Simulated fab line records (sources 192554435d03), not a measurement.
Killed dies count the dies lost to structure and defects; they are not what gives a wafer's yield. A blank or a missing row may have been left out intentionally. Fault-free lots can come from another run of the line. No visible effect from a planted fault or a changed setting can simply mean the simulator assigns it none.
fab line records    flow n5_finfet
record: lots: 7  wafers: 39
route steps=1938 shown BEOL_M8@1377 BEOL_M11@1579
start_h: start of the lot's first displayed wafer, in hours after the record's first day    wait_h: hours from the lot's prior step to this one    " the same as in the row above    L1.1+2: several wafers, shown together as one row    - no value, or no start given    * or withheld: withheld    < > ~ a bound
route shown NAME@n: a module of which the file shows steps, and the number in the route of the first    usual: mean and standard deviation over wafers with no fault    same: alike in all rows    chamber/n: place in a boat    sites: each site's reading    _std_site: the values' standard deviation    _edge_site: outer sites' mean less inner sites'    radius_mm: for every site, how far away it sits from the centre of the wafer    mask NAME#n: copy n    behind: the last tool/chamber to shape the wafer    hold: cause of the lot's hold/its duration in hours/its outcome    device: names the non-switching transistor (n, p or np)    end of line: at the end of the route, the tests of the same wafers    a step given without rows: its recipe and nothing more    killed: dies that structure and defects cost at the first sort, which is not the same as the wafer's yield    map: the dies of a wafer, with x for killed, . for not killed, _ for no die there
set.NAME: the setting as run; set.NAME@STEP: as run at that earlier step    model.NAME: the simulator's own value behind a step, which no gauge read
lots run with intentionally changed settings; tables by step, rows by wafer
== steps ==
step: N5_BEOL_M8_TRENCH_ETCH_37
recipe: chemistry: C4F6/O2  target_depth_a: 934.78  target: SiCOH_lowk  time_s: 31.2  ion_energy_ev: 250  pressure_mtorr: 30  source_w: 345  bias_w: 185  Ar_flow_sccm: 300  C4F6_flow_sccm: 10  O2_flow_sccm: 10
lot.wafer  tool         chamber  start_h  wait_h  set.time_s  model.etch.depth_nm  model.BEOL_M8.feature_depth_nm
L076.1     rie_diel-06  1        -        -       31.2        96.53                96.6
L076.2     "            3        "        "       31.2        96.68                96.6
L076.3     "            2        "        "       14.2        41.45                41.4
L076.4     "            1        "        "       14.2        43.08                43
L076.5     "            3        "        "       31.2        96.92                97
L076.6     "            2        "        "       14.2        41.51                41.6
L079.1     rie_diel-04  3        -        -       31.2        94.84                94.8
L079.2     "            2        "        "       36.06       105.9                106
L079.3     "            0        "        "       36.06       107.5                107.4
L079.4     "            1        "        "       36.06       105                  105
L079.5     "            0        "        "       31.2        92.45                92.4
L079.6     "            3        "        "       31.2        94.73                94.8
L084.1     rie_diel-04  3        -        -       31.2        95.31                95.4
L084.2     "            1        "        "       31.2        90.22                90.2
L084.3     "            0        "        "       31.2        92.03                92
L084.4     "            2        "        "       31.2        91.95                92
L084.5     "            3        "        "       31.2        94.28                94.2
L084.6     "            0        "        "       31.2        91.71                91.8
L087.2     rie_diel-06  3        -        -       31.2        96.51                96.6
L087.4     "            1        "        "       31.2        99.08                99
L087.5     "            3        "        "       31.2        96.04                96
L091.1     rie_diel-04  1        -        -       46.78       133.2                133.2
L091.2     "            0        "        "       31.2        92.23                92.2
L091.3     "            3        "        "       31.2        94.2                 94.2
L091.4     "            1        "        "       31.2        89.01                89
L091.5     "            3        "        "       46.78       141.7                141.6
L091.6     "            0        "        "       46.78       137.4                137.4
L092.1     rie_diel-06  3        -        -       31.2        95.15                95.2
L092.2     "            2        "        "       31.2        89.59                89.6
L092.3     "            0        "        "       31.2        91.27                91.2
L092.4     "            1        "        "       31.2        97.33                97.4
L092.5     "            2        "        "       31.2        90.35                90.4
L092.6     "            1        "        "       31.2        97.37                97.4
L097.1     rie_diel-06  1        -        -       25.58       78.82                78.8
L097.2     "            0        "        "       25.58       75.26                75.2
L097.3     "            2        "        "       31.2        94.16                94.2
L097.4     "            2        "        "       25.58       77.47                77.4
L097.5     "            1        "        "       31.2        97.18                97.2
L097.6     "            0        "        "       31.2        92.68                92.6
step: N5_BEOL_M8_ETCH_41
recipe: chemistry: CH3F/O2  target: SiCN  target_depth_a: 319  taper_deg: 2  time_s: 57.8  ion_energy_ev: 120  mask_material: TiN  pressure_mtorr: 30  source_w: 395  bias_w: 75  Ar_flow_sccm: 150  CH3F_flow_sccm: 30  O2_flow_sccm: 20
step: N5_BEOL_M8_STRIP_80
recipe: chemistry: N2/H2  time_s: 10  power_w: 450  temp_c: 40  pressure_mtorr: 20  rf_frequency_hz: 6e+07  bias_power_w: 7  n2_flow_sccm: 200  h2_flow_sccm: 200
step: N5_BEOL_M8_OCD_MEAS_38
usual: trench_depth_nm: 93.1/2.4
lot.wafer  tool    chamber  start_h  wait_h  set.time_s@BEOL_M8_TRENCH_ETCH_37  trench_depth_nm
L076.1     ocd-02  -        213.62   -       31.2                               97.0
L076.2     "       -        "        "       31.2                               96.5
L076.3     "       -        "        "       14.2                               41.8
L076.4     "       -        "        "       14.2                               43.5
L076.5     "       -        "        "       31.2                               96.9
L076.6     "       -        "        "       14.2                               41.3
L079.1     ocd-01  -        222.41   -       31.2                               94.8
L079.2     "       -        "        "       36.06                              105.2
L079.3     "       -        "        "       36.06                              107.4
L079.4     "       -        "        "       36.06                              104.3
L079.5     "       -        "        "       31.2                               93.1
L079.6     "       -        "        "       31.2                               94.3
L084.1     ocd-02  -        252.74   -       31.2                               95.4
L084.2     "       -        "        "       31.2                               90.4
L084.3     "       -        "        "       31.2                               92.3
L084.4     "       -        "        "       31.2                               92.4
L084.5     "       -        "        "       31.2                               94.2
L084.6     "       -        "        "       31.2                               92.1
L087.2     ocd-01  -        282.30   -       31.2                               96.1
L087.4     "       -        "        "       31.2                               99.3
L087.5     "       -        "        "       31.2                               96.9
L091.1     ocd-01  -        311.92   -       46.78                              133.2
L091.2     "       -        "        "       31.2                               92.5
L091.3     "       -        "        "       31.2                               94.1
L091.4     "       -        "        "       31.2                               88.7
L091.5     "       -        "        "       46.78                              141.5
L091.6     "       -        "        "       46.78                              137.6
L092.1     ocd-01  -        332.74   -       31.2                               94.6
L092.2     "       -        "        "       31.2                               89.7
L092.3     "       -        "        "       31.2                               91.3
L092.4     "       -        "        "       31.2                               96.9
L092.5     "       -        "        "       31.2                               90.9
L092.6     "       -        "        "       31.2                               97.3
L097.1     ocd-02  -        368.26   -       25.58                              78.9
L097.2     "       -        "        "       25.58                              75.2
L097.3     "       -        "        "       31.2                               94.0
L097.4     "       -        "        "       25.58                              77.3
L097.5     "       -        "        "       31.2                               97.4
L097.6     "       -        "        "       31.2                               92.7
step: N5_BEOL_M8_HM_STRIP_39
recipe: chemistry: peroxide_tin_strip  material: TiN  target_depth_a: 250  temp_c: 50  time_s: 158
step: N5_BEOL_M8_SRD_40
recipe: time_s: 30  temp_c: 23  rinse_liquid: diw  dry: ipa_marangoni
step: N5_BEOL_M8_ECD_50
recipe: material: Cu  target_thk_a: 3000
step: N5_BEOL_M8_ANNEAL_51
recipe: temp_c: 225  time_s: 90  ambient: N2
step: N5_BEOL_M8_CMP_52
recipe: stop_on: SiCOH_lowk  t_overpolish_s: 6.9  down_force_psi: 1  platen_rpm: 50  clearing_platen_down_force_psi: 1.5  clearing_platen_rpm: 50  post_cmp_clean: cu_alkaline  target_thk_nm: 80  clearing_platen_pad_velocity_m_s: 0.99484  pad_velocity_m_s: 0.99484
lot.wafer  tool    chamber  start_h  wait_h  set.time_s@BEOL_M8_TRENCH_ETCH_37  model.Cu_of_BEOL_M8_ECD_50.thk_nm
L076.1     cmp-02  1        215.90   0.3     31.2                               84.2
L076.4     "       2        "        "       14.2                               30.6
L076.2     "       3        "        "       31.2                               85.2
L076.3     "       0        "        "       14.2                               29
L076.5     "       1        "        "       31.2                               83.2
L076.6     "       2        "        "       14.2                               30.4
L079.1     cmp-03  0        224.58   0.3     31.2                               82.8
L079.3     "       1        "        "       36.06                              94.4
L079.2     "       2        "        "       36.06                              91.4
L079.4     "       3        "        "       36.06                              92
L079.5     "       0        "        "       31.2                               80.6
L079.6     "       1        "        "       31.2                               81
L084.2     cmp-03  3        256.86   0.2     31.2                               77
L084.3+5   "       0,3      "        "       31.2                               80.8
L084.4     "       1        "        "       31.2                               79
L084.1     "       2        "        "       31.2                               80.6
L084.6     "       0        "        "       31.2                               80.2
L087.4     cmp-02  2        285.19   0.1     31.2                               86
L087.2     "       3        "        "       31.2                               82.2
L087.5     "       3        "        "       31.2                               81
L091.2     cmp-03  0        314.17   0.2     31.2                               81.4
L091.3     "       1        "        "       31.2                               80.6
L091.4     "       2        "        "       31.2                               73.4
L091.1     "       3        "        "       46.78                              119.4
L091.5     "       0        "        "       46.78                              130.6
L091.6     "       1        "        "       46.78                              125.2
L092.3     cmp-03  1        334.59   0.2     31.2                               77.6
L092.4     "       2        "        "       31.2                               82
L092.1     "       3        "        "       31.2                               81.4
L092.2     "       0        "        "       31.2                               77.8
L092.6     "       1        "        "       31.2                               85.8
L092.5     "       2        "        "       31.2                               74
L097.1     cmp-02  2        371.51   0.3     25.58                              65.4
L097.3     "       3        "        "       31.2                               81.2
L097.2     "       0        "        "       25.58                              62.6
L097.4     "       1        "        "       25.58                              63.6
L097.6     "       2        "        "       31.2                               80.4
L097.5     "       3        "        "       31.2                               84.8
step: N5_BEOL_M8_THK_MEAS_53
recipe: thk_meas_gauge: xrf  reads: Cu_of_BEOL_M8_ECD_50
usual: M8_THK: 81/3
lot.wafer  tool           chamber  start_h  wait_h  set.time_s@BEOL_M8_TRENCH_ETCH_37  M8_THK[nm]
L076.1     film_metro-01  -        216.19   -       31.2                               86
L076.2     "              -        "        "       31.2                               87
L076.3     "              -        "        "       14.2                               29
L076.4     "              -        "        "       14.2                               31
L076.5     "              -        "        "       31.2                               84
L076.6     "              -        "        "       14.2                               31
L079.1     film_metro-02  -        224.87   -       31.2                               83
L079.2     "              -        "        "       36.06                              92
L079.3     "              -        "        "       36.06                              95
L079.4     "              -        "        "       36.06                              92
L079.5     "              -        "        "       31.2                               81
L079.6     "              -        "        "       31.2                               81
L084.1     film_metro-02  -        257.15   -       31.2                               81
L084.2     "              -        "        "       31.2                               78
L084.3     "              -        "        "       31.2                               81
L084.4     "              -        "        "       31.2                               80
L084.5     "              -        "        "       31.2                               81
L084.6     "              -        "        "       31.2                               80
L087.2     film_metro-01  -        285.49   -       31.2                               84
L087.4     "              -        "        "       31.2                               87
L087.5     "              -        "        "       31.2                               82
L091.1     film_metro-02  -        314.47   -       46.78                              121
L091.2     "              -        "        "       31.2                               83
L091.3     "              -        "        "       31.2                               81
L091.4     "              -        "        "       31.2                               74
L091.5     "              -        "        "       46.78                              131
L091.6     "              -        "        "       46.78                              127
L092.1     film_metro-02  -        334.89   -       31.2                               82
L092.2     "              -        "        "       31.2                               78
L092.3     "              -        "        "       31.2                               78
L092.4     "              -        "        "       31.2                               82
L092.5     "              -        "        "       31.2                               75
L092.6     "              -        "        "       31.2                               86
L097.1     film_metro-02  -        371.81   -       25.58                              66
L097.2     "              -        "        "       25.58                              63
L097.3     "              -        "        "       31.2                               81
L097.4     "              -        "        "       25.58                              64
L097.5     "              -        "        "       31.2                               85
L097.6     "              -        "        "       31.2                               81
step: N5_BEOL_M8_PRE_CLEAN_55
recipe: gas: NH3  time_s: 15  temp_c: withheld  rf_power_w: 300
step: N5_BEOL_M8_DEP_56
recipe: material: SiCN  target_thk_a: 100  temp_c: withheld  precursor: 3MS/NH3  pressure_torr: 3  rf_w: 202  time_s: 17.5
step: N5_BEOL_M8_RS_MEAS_57
recipe: thk_meas_gauge: four-point-probe  reads: Cu_of_BEOL_M8_ECD_50+Co_of_BEOL_M8_CVD_78+TaN_of_BEOL_M8_ALD_77
usual: M8_RS: 0.286/0.012
lot.wafer  tool           chamber  start_h  wait_h  set.time_s@BEOL_M8_TRENCH_ETCH_37  M8_RS[ohm/sq]
L076.1     film_metro-01  -        216.33   0.1     31.2                               0.269
L076.2     "              -        "        "       31.2                               0.266
L076.3     "              -        "        "       14.2                               1.027
L076.4     "              -        "        "       14.2                               0.957
L076.5     "              -        "        "       31.2                               0.274
L076.6     "              -        "        "       14.2                               0.965
L079.1     film_metro-01  -        225.00   0.1     31.2                               0.275
L079.2     "              -        "        "       36.06                              0.245
L079.3     "              -        "        "       36.06                              0.236
L079.4     "              -        "        "       36.06                              0.243
L079.5     "              -        "        "       31.2                               0.283
L079.6     "              -        "        "       31.2                               0.282
L084.1     film_metro-01  -        257.29   0.1     31.2                               0.284
L084.2     "              -        "        "       31.2                               0.300
L084.3     "              -        "        "       31.2                               0.283
L084.4     "              -        "        "       31.2                               0.290
L084.5     "              -        "        "       31.2                               0.283
L084.6     "              -        "        "       31.2                               0.285
L087.2     film_metro-02  -        285.62   0.1     31.2                               0.277
L087.4     "              -        "        "       31.2                               0.263
L087.5     "              -        "        "       31.2                               0.283
L091.1     film_metro-02  -        314.60   0.1     46.78                              0.181
L091.2     "              -        "        "       31.2                               0.281
L091.3     "              -        "        "       31.2                               0.284
L091.4     "              -        "        "       31.2                               0.317
L091.5     "              -        "        "       46.78                              0.164
L091.6     "              -        "        "       46.78                              0.172
L092.1     film_metro-01  -        335.05   0.1     31.2                               0.281
L092.2     "              -        "        "       31.2                               0.296
L092.3     "              -        "        "       31.2                               0.296
L092.4     "              -        "        "       31.2                               0.278
L092.5     "              -        "        "       31.2                               0.314
L092.6     "              -        "        "       31.2                               0.264
L097.1     film_metro-01  -        371.94   0.1     25.58                              0.364
L097.2     "              -        "        "       25.58                              0.384
L097.3     "              -        "        "       31.2                               0.282
L097.4     "              -        "        "       25.58                              0.376
L097.5     "              -        "        "       31.2                               0.268
L097.6     "              -        "        "       31.2                               0.285
step: N5_BEOL_M11_ETCH_41
recipe: chemistry: CH3F/O2  target: SiCN  target_depth_a: 426  taper_deg: 2  time_s: 86  ion_energy_ev: 120  mask_material: TiN  pressure_mtorr: 30  source_w: 395  bias_w: 75  Ar_flow_sccm: 150  CH3F_flow_sccm: 30  O2_flow_sccm: 20
lot.wafer  tool         chamber  start_h  wait_h  set.time_s  model.etch.depth_nm
L076.1     rie_diel-03  0        -        -       86          32.48
L076.2     "            2        "        "       51.93       19.75
L076.3     "            3        "        "       86          33.09
L076.4     "            1        "        "       51.93       20.08
L076.5     "            1        "        "       86          33.1
L076.6     "            2        "        "       51.93       19.77
L079.1     rie_diel-02  1        -        -       86          32.42
L079.2     "            3        "        "       52.49       19.46
L079.3     "            2        "        "       86          32.05
L079.4     "            0        "        "       52.49       19.15
L079.5     "            0        "        "       52.49       19.16
L079.6     "            3        "        "       86          32.03
L084.1     rie_diel-01  0        -        -       86          32.19
L084.2     "            3        "        "       133.5       51.03
L084.3     "            2        "        "       133.5       52.13
L084.4     "            3        "        "       133.5       50.79
L084.5     "            0        "        "       86          32.18
L084.6     "            2        "        "       86          33.7
L087.2     rie_diel-01  1        -        -       86          33.47
L087.4     "            0        "        "       86          32.06
L087.5     "            0        "        "       86          32.35
L091.1     rie_diel-03  3        -        -       86          33
L091.2     "            0        "        "       110.9       42.97
L091.3     "            1        "        "       86          32.99
L091.4     "            2        "        "       110.9       42.92
L091.5     "            1        "        "       110.9       42.87
L091.6     "            2        "        "       86          33.45
L092.1     rie_diel-03  1        -        -       86          33.34
L092.2     "            2        "        "       86          33.44
L092.3+4   "            0,2      "        "       86          33.51
L092.5     "            0        "        "       86          33.65
L092.6     "            1        "        "       86          33.21
L097.1     rie_diel-01  2        -        -       86          33.88
L097.2     "            0        "        "       127.1       47.52
L097.3     "            3        "        "       127.1       49.72
L097.4     "            3        "        "       86          33.59
L097.5     "            2        "        "       86          33.51
L097.6     "            0        "        "       127.1       47.59
== key ==
split: step: N5_BEOL_M8_TRENCH_ETCH_37  setting: time_s  stated: 31.2  by: wafer
response: step: N5_BEOL_M8_TRENCH_ETCH_37  reading: model.etch.depth_nm  change: +0.956  per: 1%  r: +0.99
response: step: N5_BEOL_M8_TRENCH_ETCH_37  reading: model.BEOL_M8.feature_depth_nm  change: +0.956  per: 1%  r: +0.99
response: step: N5_BEOL_M8_OCD_MEAS_38  reading: trench_depth_nm  change: +0.954  per: 1%  r: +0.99
response: step: N5_BEOL_M8_CMP_52  reading: model.Cu_of_BEOL_M8_ECD_50.thk_nm  change: +0.959  per: 1%  r: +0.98
response: step: N5_BEOL_M8_THK_MEAS_53  reading: M8_THK  change: +0.968  per: 1%  r: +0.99
response: step: N5_BEOL_M8_RS_MEAS_57  reading: M8_RS  shape: bent  at_lowest: 0.983  at_stated: 0.283  at_highest: 0.172
split: step: N5_BEOL_M11_ETCH_41  setting: time_s  stated: 86  by: wafer
response: step: N5_BEOL_M11_ETCH_41  reading: model.etch.depth_nm  change: +0.327  per: 1%  r: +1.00
